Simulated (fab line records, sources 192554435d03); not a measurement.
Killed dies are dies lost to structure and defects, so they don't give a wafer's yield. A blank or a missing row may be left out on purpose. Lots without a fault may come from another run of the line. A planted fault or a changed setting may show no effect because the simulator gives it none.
Which tool did it? | flow n5_finfet | 24 lots, 72 wafers sampled, at 6 steps of a route of 1938

WHAT THE GAUGES READ, wafer by wafer
N5_BEOL_M14_THK_MEAS_50: measures by xrf. Usual: M14_THK 553 nm, standard deviation 11.
lot  | measured     | on            | M14_THK (nm) | flag
L075 | day 12 15:18 | film_metro-01 | 556 563 558  |
L074 | day 13 07:39 | film_metro-01 | 565 566 560  |
L076 | day 13 08:43 | film_metro-01 | 550 561 548  |
L077 | day 13 13:52 | film_metro-02 | 560 564 558  |
L078 | day 13 17:49 | film_metro-01 | 548 555 555  |
L079 | day 14 00:38 | film_metro-01 | 564 569 557  |
L082 | day 14 03:11 | film_metro-01 | 532 538 536  |
L081 | day 14 12:51 | film_metro-02 | 562 556 559  |
L080 | day 14 17:25 | film_metro-02 | 529 537 533  |
L083 | day 14 19:25 | film_metro-02 | 560 549 555  |
L084 | day 14 22:08 | film_metro-01 | 561 546 554  |
L085 | day 14 23:11 | film_metro-01 | 547 540 540  |
L086 | day 15 09:07 | film_metro-01 | 567 572 555  |
L088 | day 16 03:54 | film_metro-01 | 546 552 545  |
L087 | day 16 08:44 | film_metro-02 | 539 537 538  |
L091 | day 16 09:03 | film_metro-02 | 567 559 567  |
L089 | day 17 00:00 | film_metro-01 | 540 544 544  |
L090 | day 17 09:03 | film_metro-02 | 559 557 554  |
L093 | day 17 17:47 | film_metro-01 | 537 549 554  |
L092 | day 18 04:43 | film_metro-01 | 551 554 557  |
L094 | day 18 21:05 | film_metro-01 | 555 561 556  |
L095 | day 18 21:50 | film_metro-02 | 552 550 556  |
L096 | day 19 00:05 | film_metro-02 | 564 547 543  |
L097 | day 19 00:20 | film_metro-01 | 546 539 544  |

N5_BEOL_M15_INSPECT_30: inspects for defects (macro). Usual: raw_defect_count 2.2, standard deviation 1.6.
lot  | measured     | on                | raw_defect_count | flag
L075 | day 12 18:02 | defect_inspect-01 | 3 2 3            |
L074 | day 13 10:08 | defect_inspect-02 | 0 1 1            |
L076 | day 13 10:58 | defect_inspect-02 | 3 2 3            |
L077 | day 13 16:22 | defect_inspect-02 | 2 3 2            |
L078 | day 13 20:23 | defect_inspect-01 | 3 4 2            |
L079 | day 14 03:16 | defect_inspect-01 | 3 2 1            |
L082 | day 14 05:48 | defect_inspect-01 | 5 1 0            |
L081 | day 14 15:25 | defect_inspect-02 | 2 3 1            |
L080 | day 14 20:22 | defect_inspect-02 | 1 1 2            |
L083 | day 14 22:05 | defect_inspect-02 | 5 1 3            |
L084 | day 15 03:29 | defect_inspect-01 | 1 1 2            |
L085 | day 15 03:58 | defect_inspect-02 | 4 1 5            |
L086 | day 15 12:04 | defect_inspect-02 | 4 0 3            |
L088 | day 16 06:52 | defect_inspect-02 | 1 2 4            |
L087 | day 16 11:38 | defect_inspect-01 | 0 2 3            |
L091 | day 16 11:54 | defect_inspect-02 | 1 3 5            |
L089 | day 17 02:44 | defect_inspect-01 | 0 4 0            |
L090 | day 17 11:34 | defect_inspect-01 | 4 5 1            |
L093 | day 17 20:02 | defect_inspect-02 | 6 5 3            |
L092 | day 18 07:31 | defect_inspect-02 | 0 5 1            |
L094 | day 18 23:34 | defect_inspect-01 | 1 1 4            |
L095 | day 19 00:50 | defect_inspect-01 | 0 2 2            |
L096 | day 19 02:47 | defect_inspect-02 | 1 6 3            |
L097 | day 19 02:57 | defect_inspect-02 | 2 0 3            |

N5_MIM_TOP_LITHO_OVL_MEAS_11. Usual: MIM_TOP_OVL -1 nm, standard deviation 4.9.
lot  | measured     | on         | MIM_TOP_OVL (nm) | flag
L075 | day 13 03:49 | overlay-02 | 5 0 1            |
L074 | day 13 15:47 | overlay-02 | -4 -1 1          |
L076 | day 13 17:01 | overlay-02 | 1 -5 -3          |
L077 | day 13 22:42 | overlay-02 | 6 -1 -3          |
L078 | day 14 04:54 | overlay-02 | -6 -3 -3         |
L079 | day 14 11:07 | overlay-02 | 4 9 2            |
L082 | day 14 15:56 | overlay-02 | -2 2 -4          |
L081 | day 14 22:50 | overlay-01 | -6 4 -3          |
L080 | day 15 05:06 | overlay-01 | 2 7 9            |
L083 | day 15 05:17 | overlay-02 | -4 -7 -2         |
L084 | day 15 13:28 | overlay-02 | -2 2 3           |
L085 | day 15 14:04 | overlay-01 | -5 -1 -3         |
L086 | day 15 22:00 | overlay-01 | -3 5 -1          |
L088 | day 16 14:43 | overlay-01 | 5 -3 -2          |
L087 | day 16 18:49 | overlay-02 | -9 11 -5         |
L091 | day 16 18:37 | overlay-01 | 0 -2 2           |
L089 | day 17 14:07 | overlay-02 | -2 9 -5          |
L090 | day 17 17:55 | overlay-01 | -1 3 3           |
L093 | day 18 03:44 | overlay-01 | -1 -7 -3         |
L092 | day 18 14:53 | overlay-01 | -5 -5 1          |
L094 | day 19 05:55 | overlay-02 | -11 -6 -10       |
L095 | day 19 11:04 | overlay-01 | 3 -3 10          |
L096 | day 19 14:59 | overlay-01 | -10 -5 -10       |
L097 | day 19 15:34 | overlay-01 | 2 -2 -2          |

N5_PASSIVATION_INSPECT_61: inspects for defects (macro). Usual: raw_defect_count 2.1, standard deviation 1.5.
lot  | measured     | on                | raw_defect_count | flag
L075 | day 13 10:10 | defect_inspect-02 | 1 1 4            |
L074 | day 13 21:37 | defect_inspect-02 | 0 3 2            |
L076 | day 13 21:47 | defect_inspect-01 | 3 5 2            |
L077 | day 14 04:24 | defect_inspect-02 | 2 3 3            |
L078 | day 14 10:55 | defect_inspect-01 | 3 0 3            |
L079 | day 14 14:08 | defect_inspect-01 | 2 2 1            |
L082 | day 14 18:34 | defect_inspect-02 | 2 2 1            |
L081 | day 15 03:25 | defect_inspect-01 | 0 4 1            |
L080 | day 15 08:37 | defect_inspect-02 | 3 5 2            |
L083 | day 15 12:25 | defect_inspect-01 | 4 1 1            |
L084 | day 15 19:32 | defect_inspect-01 | 3 0 3            |
L085 | day 15 19:23 | defect_inspect-02 | 0 0 1            |
L086 | day 16 02:26 | defect_inspect-01 | 1 1 6            |
L088 | day 16 17:48 | defect_inspect-02 | 1 1 2            |
L087 | day 16 21:23 | defect_inspect-02 | 0 3 0            |
L091 | day 16 21:13 | defect_inspect-01 | 1 1 0            |
L089 | day 17 16:43 | defect_inspect-02 | 3 1 3            |
L090 | day 17 21:24 | defect_inspect-02 | 2 2 0            |
L093 | day 18 06:06 | defect_inspect-01 | 1 4 0            |
L092 | day 18 17:58 | defect_inspect-02 | 1 7 3            |
L094 | day 19 10:04 | defect_inspect-01 | 1 4 3            |
L095 | day 19 14:49 | defect_inspect-01 | 3 2 2            |
L096 | day 19 18:35 | defect_inspect-02 | 1 1 1            |
L097 | day 19 18:44 | defect_inspect-01 | 0 3 2            |

WHICH TOOL RAN EACH LOT (tool, then ch and the chambers of the sampled wafers, then the start)
lot  | N5_BEOL_M14_ANNEAL_48            | N5_MIM_TOP_DEGAS_04
L075 | rtp_anneal-01 ch 0, day 12 14:45 | pvd_sputter-02, day 13 03:14
L074 | rtp_anneal-02 ch 0, day 13 07:06 | pvd_sputter-02, day 13 15:19
L076 | rtp_anneal-01 ch 0, day 13 08:07 | pvd_sputter-01, day 13 16:34
L077 | rtp_anneal-01 ch 0, day 13 13:22 | pvd_sputter-02, day 13 22:07
L078 | rtp_anneal-02 ch 0, day 13 17:14 | pvd_sputter-01, day 14 04:26
L079 | rtp_anneal-02 ch 0, day 14 00:05 | pvd_sputter-02, day 14 10:31
L082 | rtp_anneal-02 ch 0, day 14 02:44 | pvd_sputter-03, day 14 15:28
L081 | rtp_anneal-01 ch 0, day 14 12:18 | pvd_sputter-01, day 14 22:16
L080 | rtp_anneal-01 ch 0, day 14 16:49 | pvd_sputter-02, day 15 04:31
L083 | rtp_anneal-02 ch 0, day 14 18:52 | pvd_sputter-02, day 15 04:38
L084 | rtp_anneal-02 ch 0, day 14 21:33 | pvd_sputter-02, day 15 12:52
L085 | rtp_anneal-01 ch 0, day 14 22:38 | pvd_sputter-03, day 15 13:37
L086 | rtp_anneal-01 ch 0, day 15 08:34 | pvd_sputter-01, day 15 21:25
L088 | rtp_anneal-02 ch 0, day 16 03:21 | pvd_sputter-01, day 16 14:08
L087 | rtp_anneal-01 ch 0, day 16 08:08 | pvd_sputter-02, day 16 18:21
L091 | rtp_anneal-01 ch 0, day 16 08:30 | pvd_sputter-02, day 16 18:09
L089 | rtp_anneal-01 ch 0, day 16 23:27 | pvd_sputter-03, day 17 13:32
L090 | rtp_anneal-01 ch 0, day 17 08:29 | pvd_sputter-01, day 17 17:20
L093 | rtp_anneal-02 ch 0, day 17 17:11 | pvd_sputter-03, day 18 03:08
L092 | rtp_anneal-02 ch 0, day 18 04:16 | pvd_sputter-03, day 18 14:25
L094 | rtp_anneal-02 ch 0, day 18 20:29 | pvd_sputter-03, day 19 05:20
L095 | rtp_anneal-01 ch 0, day 18 21:14 | pvd_sputter-02, day 19 10:37
L096 | rtp_anneal-02 ch 0, day 18 23:35 | pvd_sputter-03, day 19 14:24
L097 | rtp_anneal-01 ch 0, day 18 23:44 | pvd_sputter-01, day 19 14:58
- N5_BEOL_M14_ANNEAL_48: time 90 s.
- N5_MIM_TOP_DEGAS_04: time 60 s.

WHAT THE TOOLS THEMSELVES READ (means of the sampled wafers that have a number; where no wafer has one, the mark that the record gives instead)
N5_BEOL_M14_ANNEAL_48. Usual: anneal_temp_c 224.99 C, standard deviation 0.15; wafer_temp_C_max 226.1, standard deviation 0.34.
lot  | tool          | anneal_temp_c (C) | wafer_temp_C_max | flag
L075 | rtp_anneal-01 | 224.99            | 226.0            |
L074 | rtp_anneal-02 | 224.74            | 226.3            |
L076 | rtp_anneal-01 | 225.04            | 225.6            |
L077 | rtp_anneal-01 | 225.01            | 226.0            |
L078 | rtp_anneal-02 | 224.82            | 226.2            |
L079 | rtp_anneal-02 | 224.86            | 226.4            |
L082 | rtp_anneal-02 | 224.96            | 226.2            |
L081 | rtp_anneal-01 | 225.08            | 225.5            |
L080 | rtp_anneal-01 | 225.11            | 226.2            |
L083 | rtp_anneal-02 | 224.95            | 226.7            |
L084 | rtp_anneal-02 | 225.00            | 226.2            |
L085 | rtp_anneal-01 | 225.14            | 225.7            |
L086 | rtp_anneal-01 | 224.96            | 225.7            |
L088 | rtp_anneal-02 | 225.01            | 226.3            |
L087 | rtp_anneal-01 | 225.11            | 225.8            |
L091 | rtp_anneal-01 | 225.05            | 225.9            |
L089 | rtp_anneal-01 | 225.20            | 225.8            |
L090 | rtp_anneal-01 | 225.03            | 226.0            |
L093 | rtp_anneal-02 | 224.93            | 226.1            |
L092 | rtp_anneal-02 | 224.95            | 226.1            |
L094 | rtp_anneal-02 | 224.93            | 226.3            |
L095 | rtp_anneal-01 | 224.88            | 225.8            |
L096 | rtp_anneal-02 | 224.90            | 226.5            |
L097 | rtp_anneal-01 | 225.00            | 226.1            |

N5_MIM_TOP_DEGAS_04. Usual: heater_power_w 476 W, standard deviation 63.
lot  | tool           | heater_power_w (W) | flag
L075 | pvd_sputter-02 | 509                |
L074 | pvd_sputter-02 | 475                |
L076 | pvd_sputter-01 | 420                |
L077 | pvd_sputter-02 | 471                |
L078 | pvd_sputter-01 | 423                |
L079 | pvd_sputter-02 | 557                |
L082 | pvd_sputter-03 | 450                |
L081 | pvd_sputter-01 | 443                |
L080 | pvd_sputter-02 | 499                |
L083 | pvd_sputter-02 | 469                |
L084 | pvd_sputter-02 | 477                |
L085 | pvd_sputter-03 | 471                |
L086 | pvd_sputter-01 | 427                |
L088 | pvd_sputter-01 | 429                |
L087 | pvd_sputter-02 | 512                |
L091 | pvd_sputter-02 | 471                |
L089 | pvd_sputter-03 | 471                |
L090 | pvd_sputter-01 | 428                |
L093 | pvd_sputter-03 | 432                |
L092 | pvd_sputter-03 | 491                |
L094 | pvd_sputter-03 | 449                |
L095 | pvd_sputter-02 | 514                |
L096 | pvd_sputter-03 | 475                |
L097 | pvd_sputter-01 | 430                |

THE ANSWER, worked out from the rows above alone
Rule: a lot is off if the mean of its wafers that have a number lies more than 3 standard deviations from the usual mean. A lot without any number at a reading at which 4 lots or more have one is off too. The other lots that the step has rows for count as sound. The gauges are gone through in route order, then the tools' own readings, and for those a lot's mean is taken as printed above. The first step at which some lot is off is used, and at that step the reading that is off furthest; a lot without a number counts as furthest.
No lot is off at any reading shown: from this, nothing can be told.

WHAT THE SIMULATOR HAD PUT IN
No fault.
